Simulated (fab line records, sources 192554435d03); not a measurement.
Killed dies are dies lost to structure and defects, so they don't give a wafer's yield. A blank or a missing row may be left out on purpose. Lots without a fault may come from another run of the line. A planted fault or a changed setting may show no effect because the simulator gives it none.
fab line records | flow n5_finfet
record lots=8 wafers=24 last_day=18
route steps=1938 shown MOL_CONTACT_COAG@531 BEOL_M4@1111
lots that met no fault: from a run of the same line without faults
start_h: hours from the record's first day to the start of the lot's first wafer shown | wait_h: hours since the lot's step before | " the same as in the row above | L1.1+2: a row that stands for several wafers | - no value, or no start given | * or withheld: withheld | < > ~ a bound
route shown NAME@n: a module of which the file shows steps, and the number in the route of the first | usual: mean/standard deviation of fault-free wafers | same: alike in all rows | chamber/n: place in a boat | sites: the reading at each site | _std_site: their standard deviation | _edge_site: outer sites' mean less inner sites' | radius_mm: how far each site lies from the wafer's centre | mask NAME#n: copy n | behind: the tool/chamber that last shaped the wafer | hold: why the lot was held/for how many hours/how that ended | device: the transistor (n, p or np) that didn't switch | end of line: the same wafers' tests at the end of the route | a step without rows: its recipe alone | killed: dies lost to structure and defects at the first sort, not the wafer's yield | map: a wafer's dies, x killed, . not, _ none there
set.NAME: the setting as run; set.NAME@STEP: as run at that earlier step | model.NAME: the simulator's own value behind a step, which no gauge read
steps of the route over a sample of lots; a table a step, a row a wafer
services: from which hour (start_h, from the record's first day; less than 0 if before it) a tool's chamber was out of use, for how many hours, and why
## steps
# step N5_MOL_CONTACT_COAG_ETCH_105
# recipe chemistry=CF4 target=SiARC target_depth_a=156 mask_material=CAR-EUV time_s=26 ion_energy_ev=80 pressure_mtorr=40 source_w=545 bias_w=36 Ar_flow_sccm=100 cf4_flow_sccm=100 ends=cleared
# usual chamber_pressure_mTorr=40.00/0.036 drypump_motor_current_A=5.7/0.44 etch_rf_on_time_s=25.9/0.4 oes_product_au=0.70/0.078 rf_vpp_V=184.2/1.2 showerhead_plenum_p_Torr=2.16/0.067 throttle_valve_pct=15.51/0.21
# columns lot.wafer tool chamber start_h wait_h chamber_pressure_mTorr drypump_motor_current_A etch_rf_on_time_s oes_product_au rf_hours_counter_h rf_vpp_V showerhead_plenum_p_Torr throttle_valve_pct
L543.2 rie_diel-04 0 90.66 0.0 40.04 5.2 26.0 0.57 233 184.2 2.12 15.51
L543.3 " 2 " " 39.96 5.8 25.3 0.62 211 183.6 2.12 15.76
L543.6 " 2 " " 39.97 5.8 25.3 0.61 - 183.5 2.12 15.75
L546.2 rie_diel-05 3 103.57 0.0 39.96 5.2 25.8 0.81 10 185.0 2.29 15.46
L546.3 " 2 " " 39.98 6.5 26.2 0.61 215 184.7 2.22 16.00
L546.6 " 1 " " 39.99 5.6 25.3 0.78 - 184.0 2.10 15.51
L547.2 rie_diel-02 0 111.02 0.0 39.97 5.8 26.5 0.63 163 182.9 2.05 15.54
L547.3 " 1 " " 39.99 5.3 26.1 0.77 28 184.9 2.18 15.39
L547.6 " 1 " " 39.99 5.3 26.1 0.77 - 184.4 2.18 15.40
L549.1 rie_diel-02 0 125.60 0.0 40.07 5.8 26.5 0.63 170 182.3 2.05 15.58
L549.4 " 1 " " 40.03 5.2 26.4 0.76 - 186.6 2.18 15.41
L549.5 " 2 " " 39.97 6.2 26.6 0.71 - 186.1 2.25 15.29
L552.1 rie_diel-04 2 142.95 0.0 39.99 5.8 25.0 0.61 227 183.0 2.11 15.79
L552.3 " 0 " " 40.04 5.2 25.9 0.57 250 183.0 2.12 15.56
L552.5 " 3 " " 39.99 6.5 25.7 0.63 - 185.5 2.21 15.64
L553.3 rie_diel-02 2 144.73 0.0 40.01 6.2 26.3 0.71 67 185.0 2.24 15.33
L553.4 " 3 " " 39.94 5.7 26.3 0.82 4 184.1 2.19 15.16
L553.6 " 0 " " 39.96 5.8 26.6 0.62 - 183.6 2.05 15.56
L565.1 rie_diel-02 1 220.23 0.0 39.99 5.2 26.2 0.71 70 184.3 2.16 15.47
L565.4 " 3 " " 40.00 5.7 26.1 0.75 30 184.5 2.18 15.22
L565.5 " 2 " " 40.06 6.2 25.8 0.69 - 187.5 2.23 15.36
L566.1 rie_diel-04 3 227.32 0.0 40.01 6.5 25.7 0.60 220 186.5 2.19 15.69
L566.3 " 1 " " 40.03 5.4 25.3 0.74 55 185.3 2.16 15.39
L566.6 " 3 " " 40.00 6.5 25.7 0.61 - 185.3 2.19 15.70
# step N5_MOL_CONTACT_COAG_STRIP_98
# recipe chemistry=N2/H2 power_w=500 temp_c=40 pressure_mtorr=50 rf_frequency_hz=6e+07 overash_fraction=0.3 bias_power_w=8 h2_frac=0.5 n2_flow_sccm=300 h2_flow_sccm=300
# usual bias_power_w=7.998/0.022 chamber_pressure_mTorr=50.01/0.085 drypump_motor_current_A=5.8/0.43 h2_flow_sccm=300.1/0.94 oes_product_au=0.81/0.093 rf_vpp_V=54.1/1.4 showerhead_plenum_p_Torr=3.39/0.11 temp_c=40.01/0.12 throttle_valve_pct=18.78/0.28
# columns lot.wafer tool chamber start_h wait_h bias_power_w chamber_pressure_mTorr drypump_motor_current_A h2_flow_sccm oes_product_au rf_hours_counter_h rf_vpp_V showerhead_plenum_p_Torr temp_c throttle_valve_pct
L543.2 rie_diel-04 0 90.93 0.0 8.010 50.04 5.3 301.0 0.68 233 53.3 3.30 39.93 18.30
L543.3 " 2 " " 7.961 50.05 5.8 301.1 0.72 211 50.5 3.31 39.90 18.76
L543.6 " 2 " " 8.016 50.09 5.8 300.7 0.72 - 57.5 3.31 39.82 18.74
L546.2 rie_diel-05 3 103.84 0.0 7.979 49.93 5.2 300.3 0.92 10 53.3 3.59 39.94 18.64
L546.3 " 2 " " 7.973 50.12 6.5 299.4 0.71 215 53.6 3.49 40.08 19.37
L546.6 " 1 " " 8.016 49.92 5.7 299.6 0.90 - 53.6 3.29 40.08 18.97
L547.2 rie_diel-02 0 111.29 0.0 8.039 50.15 5.8 300.7 0.74 163 56.1 3.21 40.14 18.84
L547.3 " 1 " " 7.971 50.08 5.3 299.3 0.90 28 55.7 3.44 40.25 18.79
L547.6 " 1 " " 8.022 50.04 5.2 298.8 0.90 - 49.7 3.44 40.03 18.77
L549.1 rie_diel-02 0 125.87 0.0 7.963 49.88 5.8 300.2 0.72 170 55.8 3.21 40.13 18.88
L549.4 " 1 " " 8.024 50.02 5.3 299.7 0.88 - 55.8 3.43 40.11 18.77
L549.5 " 2 " " 8.006 50.05 6.2 300.4 0.83 - 53.2 3.53 40.00 18.46
L552.1 rie_diel-04 2 143.23 0.0 7.981 49.98 5.8 299.9 0.71 227 53.7 3.30 40.13 18.76
L552.3 " 0 " " 7.985 50.06 5.2 300.0 0.67 250 53.8 3.29 39.93 18.29
L552.5 " 3 " " 7.996 49.95 6.5 300.0 0.73 - 54.3 3.47 40.10 18.90
L553.3 rie_diel-02 2 145.01 0.0 8.014 49.97 6.2 299.4 0.84 67 54.0 3.52 40.05 18.49
L553.4 " 3 " " 7.989 49.92 5.6 300.4 0.96 4 54.7 3.43 40.07 18.67
L553.6 " 0 " " 7.985 50.05 5.8 299.2 0.73 - 54.3 3.20 40.00 18.91
L565.1 rie_diel-02 1 220.50 0.0 8.000 49.98 5.3 299.4 0.83 71 53.0 3.41 39.95 18.84
L565.4 " 3 " " 7.978 49.87 5.7 302.7 0.88 30 51.0 3.42 39.96 18.73
L565.5 " 2 " " 7.991 49.93 6.2 299.0 0.80 - 53.9 3.51 40.06 18.51
L566.1 rie_diel-04 3 227.59 0.0 8.000 50.05 6.5 299.4 0.71 220 52.7 3.45 39.94 18.97
L566.3 " 1 " " 7.999 50.00 5.3 300.4 0.86 55 53.5 3.42 40.08 18.60
L566.6 " 3 " " 8.008 50.07 6.5 299.5 0.69 - 52.8 3.45 39.94 19.02
# step N5_MOL_CONTACT_COAG_CO_FILL_22
# recipe material=Co target_thk_a=200 temp_c=200 precursor=CCTBA/H2 pressure_torr=30
# usual heater_power_outer_w=122/11 heater_power_w=238/12 susceptor_temp_C=200.00/0.15
# columns lot.wafer tool chamber start_h wait_h heater_power_outer_w heater_power_w susceptor_temp_C
L543.2 cvd_co-01 0 93.83 0.1 117 239 200.07
L543.3 " 2 " " 126 236 199.94
L543.6 " 1 " " 122 243 200.03
L546.2 cvd_co-02 1 107.18 0.1 120 234 199.99
L546.3 " 2 " " 141 256 199.69
L546.6 " 1 " " 121 231 200.03
L547.2 cvd_co-01 0 114.57 0.1 119 236 200.02
L547.3 " 1 " " 119 248 199.85
L547.6 " 2 " " 131 242 200.02
L549.1 cvd_co-02 1 129.79 0.1 120 231 200.01
L549.4 " 1 " " 123 230 200.18
L549.5 " 2 " " 135 256 200.29
L552.1 cvd_co-01 2 146.08 0.1 129 243 199.95
L552.3 " 1 " " 115 238 199.88
L552.5 " 2 " " 132 244 199.97
L553.3 cvd_co-02 0 146.51 0.1 99 213 199.81
L553.4 " 2 " " 139 262 199.79
L553.6 " 1 " " 123 234 200.09
L565.1 cvd_co-01 1 223.86 0.1 116 238 200.23
L565.4 " 1 " " 115 240 200.14
L565.5 " 0 " " 119 244 200.01
L566.1 cvd_co-01 0 229.26 0.1 121 241 200.18
L566.3 " 1 " " 113 228 199.82
L566.6 " 0 " " 119 246 200.06
# step N5_MOL_CONTACT_COAG_CMP_23
# recipe stop_on=SiO2 t_overpolish_s=1.5 post_cmp_clean=cu_alkaline down_force_psi=2 platen_rpm=50.289 pad_velocity_m_s=1.0006 target_thk_nm=0
# usual motor_current_A=8.2/0.73 overpolish_run_s=1.500/0.0079 platen_rpm=50.29/0.033 retaining_ring_pressure_frac=1.000/0.005 time_to_endpoint_s=10.0/2.4
# columns lot.wafer tool chamber start_h wait_h motor_current_A overpolish_run_s platen_rpm retaining_ring_pressure_frac time_to_endpoint_s
L543.2 cmp-01 1 97.40 0.1 7.0 1.497 50.33 0.996 9.1
L543.3 " 2 " " 8.4 1.496 50.29 1.010 4.7
L543.6 " 0 " " 9.0 1.502 50.28 1.004 5.3
L546.2 cmp-04 2 111.39 0.0 8.4 1.498 50.34 1.012 10.7
L546.3 " 3 " " 8.6 1.509 50.29 1.000 8.3
L546.6 " 3 " " 8.5 1.506 50.24 1.007 10.2
L547.2 cmp-03 3 117.16 0.0 8.2 1.508 50.26 0.995 11.8
L547.3 " 1 " " 7.0 1.486 50.26 1.002 11.4
L547.6 " 0 " " 8.8 1.512 50.31 1.000 13.8
L549.4 cmp-03 2 133.22 0.1 9.4 1.500 50.29 1.004 9.2
L549.1 " 3 " " 8.3 1.498 50.31 0.994 11.8
L549.5 " 1 " " 6.9 1.489 50.29 1.008 12.0
L552.3 cmp-01 0 148.26 0.1 9.0 1.490 50.30 1.007 10.0
L552.1 " 2 " " 8.6 1.492 50.29 0.997 8.4
L552.5 " 0 " " 8.6 1.489 50.29 1.015 9.8
L553.3 cmp-04 3 149.04 0.0 8.4 1.491 50.33 1.005 5.8
L553.4 " 0 " " 7.3 1.508 50.33 0.990 9.6
L553.6 " 3 " " 8.0 1.493 50.32 1.006 9.1
L565.4 cmp-04 0 226.95 0.0 7.8 1.514 50.25 1.000 10.9
L565.1 " 1 " " 8.1 1.501 55.36 1.011 9.9
L565.5 " 1 " " 7.9 1.494 55.31 1.004 7.8
L566.3 cmp-04 1 231.33 0.1 7.7 1.504 55.33 1.000 5.8
L566.1 " 2 " " 8.7 1.498 50.32 1.001 6.3
L566.6 " 3 " " 8.5 1.513 50.30 1.006 7.4
# step N5_BEOL_M4_RC_MEAS_101
# usual DIBL_N=36.2/1.6 DIBL_P=36.5/1.9 IOFF_N=0.158/0.027 IOFF_P=0.21/0.038 ION_N=675/12 ION_P=464/8.9 SS_N=71.5/0.61 SS_P=73.4/0.59 VT_N=250.4/3 VT_P=-250/3.6
# columns lot.wafer tool chamber start_h wait_h DIBL_N[mV/V] DIBL_P[mV/V] IOFF_N[nA/um] IOFF_P[nA/um] ION_N[uA/um] ION_P[uA/um] SS_N[mV/dec] SS_P[mV/dec] VT_N[mV] VT_P[mV]
L543.2 prober-02 0 167.34 0.2 34.3 35.5 0.138 0.19 668 457 70.9 72.3 252.3 -251
L543.3 " 0 " " 36.1 38.0 0.161 0.24 682 466 71.5 72.9 252.3 -251
L543.6 " 0 " " 36.9 38.7 0.184 0.25 688 465 72.0 73.2 249.9 -246
L546.2 prober-01 0 185.63 0.2 36.9 36.6 0.154 0.22 666 461 72.4 73.5 254.4 -251
L546.3 " 0 " " 38.4 37.3 0.171 0.22 669 461 71.9 74.1 251.4 -252
L546.6 " 0 " " 36.7 35.5 0.148 0.20 670 458 71.7 72.9 253.9 -252
L547.2 prober-02 0 186.05 0.2 34.7 34.0 0.134 0.16 658 450 70.6 72.6 253.2 -257
L547.3 " 0 " " 36.7 37.3 0.164 0.21 661 457 71.9 73.3 253.0 -250
L547.6 " 0 " " 35.4 35.1 0.147 0.17 650 446 71.8 72.7 254.2 -256
L549.1 prober-01 0 202.49 0.0 37.8 37.8 0.168 0.21 684 461 72.0 73.6 253.7 -250
L549.4 " 0 " " 38.4 38.4 0.180 0.22 689 461 71.5 74.4 249.0 -250
L549.5 " 0 " " 39.3 39.3 0.192 0.24 680 463 71.3 74.3 251.1 -253
L553.3 prober-01 0 217.45 0.3 35.0 35.7 0.139 0.19 672 468 71.4 73.3 252.1 -252
L553.4 " 0 " " 35.1 35.6 0.144 0.20 683 468 71.3 72.9 252.2 -251
L553.6 " 0 " " 34.2 33.3 0.128 0.17 671 462 70.5 73.1 254.2 -252
L552.1 prober-02 0 218.98 0.0 37.6 38.5 0.184 0.24 698 475 72.1 73.9 245.7 -249
L552.3 " 0 " " 35.8 37.4 0.158 0.22 686 467 71.1 73.5 250.7 -249
L552.5 " 0 " " 35.6 37.4 0.165 0.22 696 477 71.1 73.4 247.4 -248
L566.1 prober-01 0 313.01 0.0 38.4 38.9 0.223 0.30 690 478 73.0 74.6 246.9 -245
L566.3 " 0 " " 36.2 36.3 0.157 0.23 666 461 71.9 73.7 252.2 -248
L566.6 " 0 " " 36.0 35.3 0.158 0.21 675 461 71.6 72.9 252.8 -252
L565.1 prober-02 0 320.57 0.0 35.0 34.8 0.149 0.22 664 463 71.1 72.8 250.4 -248
L565.4 " 0 " " 34.2 34.5 0.141 0.22 686 482 70.4 73.0 249.9 -248
L565.5 " 0 " " 32.9 33.3 0.116 0.19 666 469 71.3 73.1 252.7 -251
## services
# columns tool chamber start_h hours kind
cmp-03 - 78.46 2.4 repair
cmp-03 - 84.40 12.4 pm
rie_diel-02 - 93.56 0.3 repair
cmp-03 - 98.44 2.0 repair
cmp-03 - 113.38 2.4 repair
rie_diel-02 3 113.81 - clean
rie_diel-02 3 113.81 - consumable_replace:focus_ring
cmp-01 - 139.82 0.6 repair
cmp-01 - 150.76 0.7 repair
cmp-04 - 160.14 5.4 pm
rie_diel-04 0 163.15 - clean
rie_diel-04 0 163.15 - consumable_replace:focus_ring
rie_diel-04 0 163.15 21.2 scheduled_down
rie_diel-04 0 163.15 21.2 vent_cycle
rie_diel-04 2 165.46 6.9 repair
cmp-01 - 174.40 0.5 repair
cvd_co-02 - 194.42 2.5 repair
cmp-01 - 194.96 4.0 pm
rie_diel-04 0 212.51 4.9 repair
rie_diel-04 2 214.43 1.4 repair
rie_diel-04 2 217.64 - clean
rie_diel-04 2 217.64 - consumable_replace:focus_ring
cmp-03 - 218.16 5.0 pm
cmp-03 - 229.65 4.0 pm
## key
first_sign step=N5_MOL_CONTACT_COAG_CMP_23 reading=platen_rpm direction=up sigmas=99+ usual=50.29 struck=55.33
effect none on later readings
met_at N5_MOL_CONTACT_COAG_CMP_23
struck_lots L565,L566
struck_wafers L565.1,L565.5,L566.3
not_acting_at N5_MOL_CONTACT_COAG_ETCH_105,N5_MOL_CONTACT_COAG_STRIP_98,N5_MOL_CONTACT_COAG_CO_FILL_22
fault kind=process_parameter_drift tool=cmp-04 chamber=1 onset_h=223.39 steps=N5_MOL_CONTACT_COAG_CMP_23 channel=platen_rpm offset=5.0289 shape=step end_h=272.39 acts_in=these_recipes_only stated=50.289
